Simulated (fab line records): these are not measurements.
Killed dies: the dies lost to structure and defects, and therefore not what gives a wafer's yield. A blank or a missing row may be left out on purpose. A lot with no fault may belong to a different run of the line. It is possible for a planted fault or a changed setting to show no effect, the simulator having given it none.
fab line records    flow n5Finfet
[record] lots = 9  wafers = 27  lastDay = 17
route steps=1938 shown BEOL_M0_SAQP@673 BEOL_M4@1111
lots that met no fault: taken from a fault-free run of the same line
startH: hours from the record's opening day to when the first of the lot's shown wafers began    waitH: how many hours have passed since the lot's step before this one    " unchanged from the row above    L1.1+2: several wafers, shown together as one row    - either no value or no given start    * or withheld: withheld    < > ~ a bound
route shown NAME@n: names a module that has steps shown in the file, with the first one's number in the route    usual: mean/standard deviation taken from wafers without a fault    same: alike in all rows    chamber/n: place in a boat    sites: each site's reading    _std_site: how widely they spread, as a standard deviation    _edge_site: mean of outer sites minus mean of inner sites    radiusMm: for every site, how far away it sits from the centre of the wafer    mask NAME#n: copy n    behind: the last tool/chamber to shape the wafer    hold: why the lot was held/for how many hours/how that ended    device: whichever transistor did not switch (one of n, p or np)    end of line: at the end of the route, the tests of the same wafers    step lacking rows: just its recipe    killed: not the wafer's yield, but the dies lost to structure and defects at the first sort    map: a wafer's dies, marking killed ones x, the rest . and places with no die _
set.NAME: the setting that was run; set.NAME@STEP: the one run at that earlier step    model.NAME: the simulator's own value behind a step, which no gauge read
route steps across a sampled set of lots; one table per step, one row per wafer
services: when a tool's chamber went out of use (startH, in hours from the record's first day, below 0 if earlier), for how many hours, and the reason
[[steps]]
[step N5_BEOL_M0_SAQP_ETCH_107]
[recipe] chemistry = CH3F/O2  target = SiNx  targetDepthA = 300  maskMaterial = SOC  pressureMtorr = 30  sourceW = 395  biasW = 73  Ar_flow_sccm = 150  CH3F_flow_sccm = 30  O2_flow_sccm = 20  ionEnergyEv = 120
[usual] CH3F_flow_sccm = 30.00/0.088  O2_flow_sccm = 20.00/0.065  chamberPressureMTorr = 29.998/0.026  drypumpMotorCurrentA = 5.7/0.65  oesProductAu = 0.82/0.078  rfVppV = 298/3.2  showerheadPlenumPTorr = 2.01/0.061  throttleValvePct = 16.29/0.18
lot.wafer  tool        chamber  startH  waitH  CH3F_flow_sccm  O2_flow_sccm  chamberPressureMTorr  drypumpMotorCurrentA  oesProductAu  rfHoursCounterH  rfVppV  showerheadPlenumPTorr  throttleValvePct
L706.2     rieDiel-06  1        109.09  0.0    30.03           19.97         29.989                4.9                   0.74          183              303     1.99                   16.40
L706.3     "           3        "       "      30.06           19.94         30.007                5.1                   0.73          183              297     1.91                   16.69
L706.5     "           0        "       "      29.92           20.03         29.985                6.3                   0.96          -                298     2.05                   16.07
L707.2     rieDiel-01  0        115.31  0.0    29.93           19.89         30.041                5.4                   0.87          45               294     2.04                   16.15
L707.4     "           1        "       "      29.92           20.02         29.967                6.7                   0.85          53               293     2.04                   16.18
L707.6     "           1        "       "      29.93           20.07         30.025                6.7                   0.86          -                293     2.04                   16.18
L708.1     rieDiel-01  3        119.95  0.0    30.08           20.00         29.980                5.4                   0.69          239              297     1.98                   16.40
L708.2     "           1        "       "      29.91           20.04         29.980                6.9                   0.85          55               292     2.04                   16.21
L708.5     "           1        "       "      29.88           19.96         30.029                6.8                   0.85          -                293     2.04                   16.21
L713.2     rieDiel-04  3        153.14  0.0    29.95           19.89         30.019                5.9                   0.91          23               302     2.04                   16.09
L713.3     "           2        "       "      30.22           19.94         29.982                6.2                   0.77          125              301     1.94                   16.49
L713.5     "           1        "       "      29.96           19.97         30.006                5.9                   0.77          -                300     2.09                   16.44
L720.2     rieDiel-04  1        192.74  0.0    29.84           19.99         29.992                5.9                   0.76          150              299     2.09                   16.48
L720.3     "           3        "       "      30.12           20.06         29.955                5.9                   0.88          34               300     2.03                   16.12
L720.5     "           3        "       "      29.90           19.95         30.022                5.9                   0.89          -                301     2.03                   16.12
L721.2     rieDiel-06  2        201.37  0.0    30.15           20.05         29.974                6.6                   0.95          14               301     2.05                   16.30
L721.3     "           1        "       "      30.13           19.98         30.012                5.0                   0.73          207              301     1.98                   16.44
L721.4     "           3        "       "      30.04           20.02         30.003                5.1                   0.71          208              296     1.90                   16.73
L722.1     rieDiel-04  0        207.54  0.0    30.00           20.02         29.976                5.3                   0.95          25               300     2.13                   16.13
L722.3     "           2        "       "      30.10           19.98         30.016                6.2                   0.77          140              299     1.93                   16.53
L722.6     "           0        "       "      29.88           19.95         29.976                5.3                   0.93          -                299     2.13                   16.12
L723.2     rieDiel-04  3        215.97  0.0    29.97           20.08         30.051                5.9                   0.88          41               299     2.03                   16.13
L723.5     "           3        "       "      30.01           20.12         30.008                5.9                   0.87          -                301     2.03                   16.12
L723.6     "           0        "       "      29.96           19.98         29.991                5.4                   0.93          -                299     2.13                   16.13
L724.1     rieDiel-06  3        220.13  0.0    29.99           20.17         30.020                5.1                   0.71          212              297     1.90                   16.75
L724.5     "           1        "       "      30.12           20.03         30.005                4.9                   0.73          -                303     1.98                   16.44
L724.6     "           0        "       "      30.06           20.02         29.981                6.2                   0.89          -                298     2.05                   16.12
[step N5_BEOL_M0_SAQP_SPACER2_ALD_26]
[recipe] material = SiO2  targetThkA = 150  tempC = 300  aldPrecursorFamily = BDEAS  aldCoReactant = O2-plasma  pulseTimeS = 1  purgeTimeS = 2  coReactantPurgeTimeS = 2  pressureTorr = 2
[usual] heaterPowerW = 481/42  precursorPulseHeightRel = 0.999/0.021
[same] purgeTimeS = 2
lot.wafer  tool       chamber  startH  waitH  heaterPowerW  precursorPulseHeightRel
L706.2     aldSin-01  3        109.33  0.1    541           0.967
L706.3     "          2        "       "      452           0.998
L706.5     "          3        "       "      530           1.009
L707.2     aldSin-02  1        117.52  1.7    425           0.958
L707.4     "          2        "       "      534           1.022
L707.6     "          3        "       "      433           0.972
L708.1     aldSin-03  2        120.20  0.1    406           1.025
L708.2     "          1        "       "      485           0.996
L708.5     "          2        "       "      408           1.034
L713.2     aldSin-03  2        153.38  0.1    396           1.009
L713.3     "          3        "       "      510           0.985
L713.5     "          0        "       "      494           1.024
L720.2     aldSin-03  1        193.26  0.4    490           1.006
L720.3     "          3        "       "      526           0.983
L720.5     "          0        "       "      479           1.022
L721.2     aldSin-03  0        201.61  0.1    490           1.018
L721.3     "          3        "       "      503           0.982
L721.4     "          1        "       "      488           1.019
L722.1     aldSin-02  3        207.79  0.1    426           1.050
L722.3     "          1        "       "      441           0.996
L722.6     "          0        "       "      475           0.971
L723.2     aldSin-02  1        216.34  0.2    434           1.000
L723.5     "          3        "       "      431           0.989
L723.6     "          0        "       "      473           0.976
L724.1     aldSin-02  2        220.57  0.3    538           0.958
L724.5     "          0        "       "      467           0.954
L724.6     "          1        "       "      444           0.988
[step N5_BEOL_M0_SAQP_ALD_48]
[recipe] material = SiO2  targetThkA = 200  tempC = 100  aldPrecursorFamily = BDEAS  aldCoReactant = O2-plasma  pulseTimeS = 1  coReactantPulseTimeS = 1  purgeTimeS = 2  coReactantPurgeTimeS = 2  aldCycles = 139  pressureTorr = 2
[usual] heaterPowerW = 79/6.9  precursorPulseHeightRel = 1.000/0.019
[same] purgeTimeS = 2
lot.wafer  tool       chamber  startH  waitH  heaterPowerW  precursorPulseHeightRel
L706.2     aldSin-02  3        111.20  0.3    70            1.018
L706.3     "          2        "       "      87            1.011
L706.5     "          3        "       "      71            1.020
L707.2     aldSin-02  2        119.09  0.0    86            1.015
L707.4     "          3        "       "      68            1.019
L707.6     "          1        "       "      72            0.993
L708.1     aldSin-02  0        122.32  0.3    77            1.018
L708.2     "          3        "       "      70            1.032
L708.5     "          0        "       "      80            1.005
L713.2     aldSin-01  0        154.98  0.0    75            0.997
L713.3     "          2        "       "      76            1.003
L713.5     "          0        "       "      77            0.958
L720.2     aldSin-02  0        195.20  0.0    78            0.961
L720.3     "          3        "       "      71            1.000
L720.5     "          1        "       "      71            1.005
L721.2     aldSin-02  0        203.07  0.0    75            1.016
L721.3     "          1        "       "      73            1.006
L721.4     "          2        "       "      87            1.013
L722.1     aldSin-02  2        209.83  0.0    90            0.978
L722.3     "          1        "       "      72            1.038
L722.6     "          1        "       "      72            0.995
L723.2     aldSin-01  3        218.14  0.0    87            0.985
L723.5     "          3        "       "      87            0.949
L723.6     "          0        "       "      80            0.992
L724.1     aldSin-03  1        222.12  0.0    81            1.015
L724.5     "          2        "       "      69            0.988
L724.6     "          3        "       "      86            1.026
[step N5_BEOL_M0_SAQP_STRIP_75]
[recipe] chemistry = CF4  resist = SiARC  powerW = 300  biasPowerW = 75  pressureMtorr = 50  cf4FlowSccm = 150  rfFrequencyHz = 6e+07
[usual] biasPowerW = 75.00/0.22  cf4FlowSccm = 150.0/0.43  chamberPressureMTorr = 50.00/0.039  drypumpMotorCurrentA = 5.8/0.5  oesProductAu = 0.190/0.02  rfVppV = 271.4/1.5  showerheadPlenumPTorr = 1.81/0.058  throttleValvePct = 13.52/0.21
lot.wafer  tool        chamber  startH  waitH  biasPowerW  cf4FlowSccm  chamberPressureMTorr  drypumpMotorCurrentA  oesProductAu  rfHoursCounterH  rfVppV  showerheadPlenumPTorr  throttleValvePct
L706.2     rieDiel-01  1        111.84  0.1    75.00       150.5        49.98                 6.8                   0.200         53               270.8   1.82                   13.37
L706.3     "           3        "       "      74.91       150.2        50.05                 5.4                   0.159         236              270.1   1.77                   13.66
L706.5     "           0        "       "      75.10       149.6        50.02                 5.4                   0.199         -                270.1   1.83                   13.37
L707.2     rieDiel-01  3        119.87  0.1    75.20       150.6        49.98                 5.4                   0.154         239              271.1   1.77                   13.68
L707.4     "           2        "       "      75.06       149.3        50.00                 4.8                   0.180         125              268.7   1.73                   13.55
L707.6     "           3        "       "      75.01       150.6        50.00                 5.4                   0.155         -                270.6   1.77                   13.66
L708.1     rieDiel-04  3        123.03  0.1    74.85       150.4        50.00                 5.9                   0.216         12               273.8   1.84                   13.30
L708.2     "           1        "       "      74.78       150.5        49.94                 5.9                   0.178         127              273.7   1.87                   13.60
L708.5     "           2        "       "      74.74       150.1        49.98                 6.2                   0.189         -                269.5   1.75                   13.68
L713.2     rieDiel-04  2        155.63  0.1    75.00       149.9        50.01                 6.2                   0.180         126              269.6   1.74                   13.70
L713.3     "           3        "       "      74.83       149.9        49.95                 5.9                   0.215         24               272.3   1.83                   13.32
L713.5     "           3        "       "      74.45       149.2        49.98                 5.8                   0.213         -                271.8   1.83                   13.30
L720.2     rieDiel-01  2        195.82  0.1    -           -            -                     -                     -             -                -       -                      -
L720.3     "           0        "       "      -           -            -                     -                     -             -                -       -                      -
L720.5     "           1        "       "      -           -            -                     -                     -             -                -       -                      -
L721.2     rieDiel-06  2        203.70  0.1    -           -            -                     -                     -             -                -       -                      -
L721.3     "           0        "       "      -           -            -                     -                     -             -                -       -                      -
L721.4     "           1        "       "      -           -            -                     -                     -             -                -       -                      -
L722.1     rieDiel-04  1        210.45  0.1    -           -            -                     -                     -             -                -       -                      -
L722.3     "           2        "       "      -           -            -                     -                     -             -                -       -                      -
L722.6     "           2        "       "      -           -            -                     -                     -             -                -       -                      -
L723.2     rieDiel-04  1        218.77  0.1    75.23       150.3        49.96                 5.9                   0.176         160              273.7   1.86                   13.69
L723.5     "           0        "       "      74.76       149.6        50.03                 5.3                   0.210         -                274.2   1.90                   13.31
L723.6     "           1        "       "      75.43       149.7        50.05                 5.9                   0.171         -                274.1   1.86                   13.68
L724.1     rieDiel-04  1        222.75  0.1    75.18       150.4        49.94                 5.9                   0.169         161              272.1   1.86                   13.69
L724.5     "           1        "       "      75.35       150.9        49.98                 5.9                   0.172         -                271.2   1.86                   13.69
L724.6     "           2        "       "      75.19       150.2        49.97                 6.2                   0.176         -                270.3   1.74                   13.77
[step N5_BEOL_M4_RC_MEAS_101]
[usual] DIBL_N = 36.4/1.4  DIBL_P = 36.4/1.5  IOFF_N = 0.156/0.022  IOFF_P = 0.210/0.023  ION_N = 675/9.1  ION_P = 463/5.7  SS_N = 71.6/0.45  SS_P = 73.3/0.56  VT_N = 250/3.1  VT_P = -250.3/2.3
lot.wafer  tool       chamber  startH  waitH  DIBL_N[mV/V]  DIBL_P[mV/V]  IOFF_N[nA/um]  IOFF_P[nA/um]  ION_N[uA/um]  ION_P[uA/um]  SS_N[mV/dec]  SS_P[mV/dec]  VT_N[mV]  VT_P[mV]
L706.2     prober-01  0        198.47  0.2    35.5          32.1          0.117          0.181          667           459           71.3          73.0          259       -252.0
L706.3     "          0        "       "      38.7          36.9          0.175          0.263          674           463           72.3          73.6          249       -247.5
L706.5     "          0        "       "      37.8          35.6          0.158          0.238          680           465           72.1          74.2          251       -249.4
L707.2     prober-01  0        202.31  0.2    36.4          38.4          0.172          0.220          680           464           71.4          73.1          248       -247.6
L707.4     "          0        "       "      34.4          36.0          0.147          0.183          676           466           71.8          73.3          251       -254.1
L707.6     "          0        "       "      35.7          37.3          0.159          0.201          680           463           71.4          73.2          252       -251.3
L708.1     prober-02  0        222.00  0.0    34.5          34.8          0.139          0.180          663           453           71.0          72.3          252       -248.9
L708.2     "          0        "       "      35.7          36.9          0.163          0.217          672           459           71.0          73.5          248       -248.0
L708.5     "          0        "       "      35.5          37.1          0.166          0.213          678           462           71.6          73.3          248       -248.4
L713.2     prober-02  0        234.52  0.2    37.4          37.3          0.160          0.195          667           455           71.1          73.6          248       -254.0
L713.3     "          0        "       "      37.6          37.7          0.155          0.200          667           455           71.7          73.8          253       -252.8
L713.5     "          0        "       "      37.8          37.5          0.163          0.206          670           464           71.4          73.9          249       -251.3
L720.2     prober-02  0        278.18  0.2    34.3          34.7          0.131          0.183          677           454           71.0          72.3          253       -253.8
L720.3     "          0        "       "      34.9          35.8          0.144          0.193          670           459           72.1          73.5          251       -255.0
L720.5     "          0        "       "      35.4          36.5          0.149          0.196          668           457           71.8          73.2          254       -253.3
L721.2     prober-01  0        280.29  0.2    36.2          33.8          0.155          0.191          677           456           71.6          72.4          248       -249.8
L721.3     "          0        "       "      37.6          36.6          0.175          0.228          684           468           71.5          73.7          249       -247.9
L721.4     "          0        "       "      37.3          36.0          0.173          0.223          687           465           71.4          73.1          248       -247.1
L722.1     prober-01  0        289.62  0.0    37.7          38.4          0.171          0.213          681           467           71.7          73.4          250       -251.3
L722.3     "          0        "       "      37.9          38.2          0.176          0.225          681           465           72.3          73.7          249       -249.6
L722.6     "          0        "       "      38.8          40.0          0.190          0.240          691           463           71.6          73.7          249       -248.2
L723.2     prober-01  0        301.47  0.2    37.7          37.1          0.167          0.210          682           461           71.6          74.3          249       -251.9
L723.5     "          0        "       "      36.4          35.4          0.154          0.189          687           463           71.4          73.1          249       -252.3
L723.6     "          0        "       "      38.5          38.0          0.188          0.223          690           471           71.9          73.9          245       -251.3
L724.1     prober-02  0        306.09  0.0    39.0          37.6          0.191          0.251          683           470           72.0          73.5          250       -247.7
L724.5     "          0        "       "      37.2          35.8          0.156          0.227          678           469           71.0          73.2          251       -247.3
L724.6     "          0        "       "      37.0          35.3          0.150          0.210          674           462           71.3          73.4          253       -249.9
[[services]]
tool        chamber  startH  hours  kind
rieDiel-06  -        92.89   0.4    repair
rieDiel-04  0        109.09  -      clean
rieDiel-04  0        109.09  -      consumableReplace:focusRing
rieDiel-04  0        109.09  -      consumableReplace:showerhead
rieDiel-04  0        109.09  20.5   scheduledDown
rieDiel-04  0        109.09  20.5   ventCycle
aldSin-01   3        111.50  1.7    repair
rieDiel-06  2        114.51  5.9    repair
rieDiel-06  -        116.53  12.6   repair
aldSin-01   3        118.03  6.7    repair
rieDiel-06  2        130.34  -      clean
rieDiel-01  3        152.84  -      clean
rieDiel-01  3        152.84  -      consumableReplace:focusRing
rieDiel-01  3        152.84  19.1   scheduledDown
rieDiel-01  3        152.84  19.1   ventCycle
aldSin-03   2        156.64  36.8   repair
aldSin-01   -        177.36  14.0   pm
rieDiel-06  1        183.64  4.6    repair
aldSin-01   -        191.36  6.1    pm
rieDiel-01  0        196.72  1.8    repair
rieDiel-01  1        196.83  5.2    repair
aldSin-03   2        213.12  2.6    repair
rieDiel-06  -        213.84  2.8    pm
aldSin-01   0        221.18  1.7    repair
[[key]]
[firstSign] step = N5_BEOL_M0_SAQP_STRIP_75  reading = toolRecord  direction = missing
effect none on later readings
metAt N5_BEOL_M0_SAQP_STRIP_75
struckLots L720,L721,L722
notActingAt N5_BEOL_M0_SAQP_ETCH_107,N5_BEOL_M0_SAQP_SPACER2_ALD_26,N5_BEOL_M0_SAQP_ALD_48
onsetBetween 155.63 195.82
[fault] kind = skippedStepWhole  tool = rieDiel-01,rieDiel-04,rieDiel-06  chamber = -  onsetH = 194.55  steps = N5_BEOL_M0_SAQP_STRIP_75  scope = struckLotsOnly
